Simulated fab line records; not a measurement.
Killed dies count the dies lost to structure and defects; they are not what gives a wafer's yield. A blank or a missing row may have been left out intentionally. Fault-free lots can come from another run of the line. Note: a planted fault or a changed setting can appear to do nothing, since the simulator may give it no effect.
Which tool was responsible? ; flow nand-harc ; 13 lots with 39 wafers sampled at 4 steps, on a route of 1159 steps

WHAT EACH GAUGE READ, for each wafer
NHARC_END_SORT_01.
lot;measured;on;defect-limited-yield (%);killed-at-array;killed-at-other;killed-at-periphery;killed-dies;killed-open;killed-short;sort_bin_2_pct (%);sort_bin_3_pct (%);sort_bin_4_pct (%);sort-n-pass;sort-rim-yield-pct (%);sort-yield-pct (%)
L707;day 18 20:38;prober-02;94.7 94.7 95.4;31 34 27;1 0 0;4 2 4;36 36 31;5 0 4;0 4 2;0.9 1.5 1.0;0.15 0.15 0.44;4.3 3.7 3.1;641 641 646;95.3 97.2 96.2;94.7 94.7 95.4
L709;day 19 11:27;prober-02;95.4 95.1 95.4;28 32 30;0 0 0;3 1 1;31 33 31;3 3 1;2 3 3;1.3 1.5 0.6;0.30 0 1.18;3.0 3.4 2.8;646 644 646;98.1 98.1 99.1;95.4 95.1 95.4
L708;day 20 00:34;prober-01;97.5 98.1 96.3;14 8 24;0 0 0;3 5 1;17 13 25;7 3 8;1 1 1;1.0 0.7 1.3;0.15 0 0.30;1.3 1.2 2.1;660 664 652;99.1 99.1 97.2;97.5 98.1 96.3
L710;day 19 17:22;prober-02;94.5 96.5 96.2;30 21 22;0 0 1;7 3 3;37 24 26;5 2 4;2 2 2;2.1 0.9 1.5;0.15 0.15 0;3.2 2.5 2.4;640 653 651;98.1 98.1 96.2;94.5 96.5 96.2
L713;day 22 01:16;prober-02;94.5 93.8 94.1;37 41 38;0 0 1;0 1 1;37 42 40;2 3 1;3 1 3;2.1 2.4 1.9;0.30 0.44 0.59;3.1 3.4 3.4;640 635 637;97.2 97.2 97.2;94.5 93.8 94.1
L721;day 23 07:10;prober-02;93.2 92.2 92.6;43 51 49;1 1 0;2 1 1;46 53 50;3 2 7;1 1 1;2.1 2.4 2.2;0.44 0.74 0.74;4.3 4.7 4.4;631 624 627;99.1 95.3 97.2;93.2 92.2 92.6
L724;day 23 16:33;prober-01;0 0 0;674 676 677;0 0 0;3 1 0;677 677 677;4 1 5;3 5 1;97.6 96.0 96.8;0.15 0.15 0.59;2.2 3.8 2.7;0 0 0;0 0 0;0 0 0
L723;day 23 19:49;prober-02;0 0 0;674 672 671;0 0 0;3 5 6;677 677 677;5 3 3;1 1 4;97.8 97.2 96.8;0 0 0.30;2.2 2.8 3.0;0 0 0;0 0 0;0 0 0
L725;day 24 05:13;prober-02;0 0 0;671 672 677;0 0 0;6 5 0;677 677 677;5 2 0;1 2 0;97.2 97.5 98.4;0.15 0.15 0.15;2.7 2.4 1.5;0 0 0;0 0 0;0 0 0
L727;day 24 13:43;prober-01;95.6 94.5 96.0;30 34 26;0 0 0;0 3 1;30 37 27;5 3 2;1 7 0;1.2 2.1 1.0;0.15 0.30 0.30;3.1 3.1 2.7;647 640 650;99.1 95.3 100.0;95.6 94.5 96.0
L728;day 24 11:26;prober-02;94.2 94.7 94.4;38 34 35;0 0 1;1 2 2;39 36 38;3 3 2;1 3 2;2.4 1.3 1.2;0 0.15 0.15;3.4 3.8 4.3;638 641 639;98.1 98.1 100.0;94.2 94.7 94.4
L729;day 24 19:20;prober-02;91.7 91.7 93.2;41 50 38;0 0 0;15 6 8;56 56 46;1 3 1;3 2 4;1.6 3.0 2.4;0.59 0.59 0.44;6.1 4.7 4.0;621 621 631;98.1 92.5 94.3;91.7 91.7 93.2
L730;day 25 03:16;prober-01;96.5 97.0 96.6;20 17 17;0 0 1;4 3 5;24 20 23;6 3 3;4 1 2;1.5 0.6 0.9;0 0.15 0;2.1 2.2 2.5;653 657 654;98.1 97.2 97.2;96.5 97.0 96.6

EACH LOT AND THE TOOL THAT RAN IT (in order: tool; ch and the chambers of the sampled wafers; start)
lot;NHARC_A_M0_STRIP_18;NHARC_A_M0_PRE_CLEAN_29;NHARC_A_M0_PVD_21
L707;rie-diel-03 ch 1,2, day 17 05:42;pvd-sputter-03, day 17 06:28 or earlier;pvd-sputter-03, day 17 06:28
L709;rie-diel-03 ch 0,1, day 17 21:47;pvd-sputter-03, day 17 22:32 or earlier;pvd-sputter-03, day 17 22:32
L708;rie-diel-12 ch 0,1, day 17 22:43;pvd-sputter-02, day 17 23:30 or earlier;pvd-sputter-02, day 17 23:30
L710;rie-diel-12 ch 0,2,3, day 18 01:10;pvd-sputter-03, day 18 01:56 or earlier;pvd-sputter-03, day 18 01:56
L713;rie-diel-03 ch 0,1,2, day 20 07:16;pvd-sputter-01, day 20 08:02 or earlier;pvd-sputter-01, day 20 08:02
L721;rie-diel-03 ch 1,2, day 21 16:16;pvd-sputter-02, day 21 17:02 or earlier;pvd-sputter-02, day 21 17:02
L724;rie-diel-12 ch 0,3, day 21 17:17;pvd-sputter-02, day 21 18:04 or earlier;pvd-sputter-02, day 21 18:04
L723;rie-diel-03 ch 0,3, day 22 02:00;pvd-sputter-03, day 22 02:50 or earlier;pvd-sputter-03, day 22 02:50
L725;rie-diel-12 ch 1,2, day 22 10:43;pvd-sputter-02, day 22 11:29 or earlier;pvd-sputter-02, day 22 11:29
L727;rie-diel-12 ch 2,3, day 22 19:05;pvd-sputter-02, day 22 19:54 or earlier;pvd-sputter-02, day 22 19:54
L728;rie-diel-10 ch 0,1, day 22 19:50;pvd-sputter-02, day 22 20:38 or earlier;pvd-sputter-02, day 22 20:38
L729;rie-diel-03 ch 0,1,3, day 23 00:34;pvd-sputter-03, day 23 01:17 or earlier;pvd-sputter-03, day 23 01:17
L730;rie-diel-03 ch 1,2, day 23 10:31;pvd-sputter-02, day 23 11:19 or earlier;pvd-sputter-02, day 23 11:19
- NHARC_A_M0_STRIP_18: strips in N2/H2.
- NHARC_A_M0_PRE_CLEAN_29: time 30 s.
- NHARC_A_M0_PVD_21: deposits Cu, target thk 30 nm, time 20.49 s.

WHAT THE TOOLS THEMSELVES READ (means of the sampled wafers that have a number; where no wafer has one, the mark that the record gives instead)
NHARC_A_M0_STRIP_18.
lot;tool;drypump-motor-current-A (A);oes-product-au (a.u.);rf-vpp-V (V);showerhead-plenum-p-Torr (Torr);throttle-valve-pct (%)
L707;rie-diel-03;6.0;0.993;90.4;2.07;14.175
L709;rie-diel-03;5.9;1.003;89.8;1.92;14.174
L708;rie-diel-12;4.9;1.007;90.8;2.09;14.181
L710;rie-diel-12;5.3;0.991;91.7;2.12;14.167
L713;rie-diel-03;5.9;1.001;90.2;1.99;14.179
L721;rie-diel-03;6.0;1.012;90.5;2.07;14.175
L724;rie-diel-12;5.2;1.007;91.3;2.11;14.170
L723;rie-diel-03;5.4;1.008;90.6;2.07;14.167
L725;rie-diel-12;5.1;0.987;90.9;2.06;14.169
L727;rie-diel-12;5.5;0.994;90.3;2.13;14.172
L728;rie-diel-10;5.9;1.011;90.1;2.03;14.179
L729;rie-diel-03;5.7;1.006;91.0;1.99;14.170
L730;rie-diel-03;6.0;1.010;91.4;2.06;14.175

NHARC_A_M0_PRE_CLEAN_29.
lot;tool;heater-power-w (W)
L707;pvd-sputter-03;460
L709;pvd-sputter-03;449
L708;pvd-sputter-02;406
L710;pvd-sputter-03;460
L713;pvd-sputter-01;408
L721;pvd-sputter-02;408
L724;pvd-sputter-02;393
L723;pvd-sputter-03;450
L725;pvd-sputter-02;393
L727;pvd-sputter-02;410
L728;pvd-sputter-02;386
L729;pvd-sputter-03;447
L730;pvd-sputter-02;405

NHARC_A_M0_PVD_21.
lot;tool;cathode-dc-power-W (W);chamber-pressure-pa (Pa);throttle-valve-pct (%)
L707;pvd-sputter-03;5000.3;5.003;30.7
L709;pvd-sputter-03;4999.5;5.007;29.2
L708;pvd-sputter-02;4999.7;4.993;30.2
L710;pvd-sputter-03;4999.2;4.984;29.6
L713;pvd-sputter-01;4999.0;5.006;29.7
L721;pvd-sputter-02;5000.8;5.002;30.5
L724;pvd-sputter-02;-;-;-
L723;pvd-sputter-03;-;-;-
L725;pvd-sputter-02;-;-;-
L727;pvd-sputter-02;5000.0;4.997;30.8
L728;pvd-sputter-02;4999.8;4.997;30.6
L729;pvd-sputter-03;4999.3;5.002;29.9
L730;pvd-sputter-02;4999.8;4.995;30.6

THE ANSWER, worked out from the rows above alone
Rule: the lots themselves supply what counts as usual. The widest of any qualifying gaps counts: lots, ordered by their means at a reading, are off when they make up no more than a third of the lots, leave a main group of 4 or more, and stand apart from it by 3 or more times the standard deviation of that group's means. A main group is skipped when, at the precision printed for the reading in the tables above, its means are all equal. A lot without any number at a reading at which 4 lots or more have one is off too. Where the step has rows for the other lots, those lots are counted as sound. After the gauges, taken in route order, come the tools' own readings; for these a lot's mean is taken, as printed above. At the first step where some lot is off, the reading lying furthest off is the one used; lots without a number count as furthest.
Off: L724, L723, L725, at NHARC_END_SORT_01 (sort_bin_2_pct). The main group has a mean of 1.6 % with a standard deviation of 0.49.
A tool fits if, at a process step before that reading, it ran every lot that is off, and no sound lot after the first of them. Not tried: the gauges at NHARC_END_SORT_01; whatever is off there is also off at NHARC_A_M0_PVD_21, on other tools, and gauge error can't account for it. NHARC_A_M0_PRE_CLEAN_29 gives no start for some lots, so the hours and the order of its lots are those of NHARC_A_M0_PVD_21. None of those tried fits.

WHAT WAS PUT IN BY THE SIMULATOR
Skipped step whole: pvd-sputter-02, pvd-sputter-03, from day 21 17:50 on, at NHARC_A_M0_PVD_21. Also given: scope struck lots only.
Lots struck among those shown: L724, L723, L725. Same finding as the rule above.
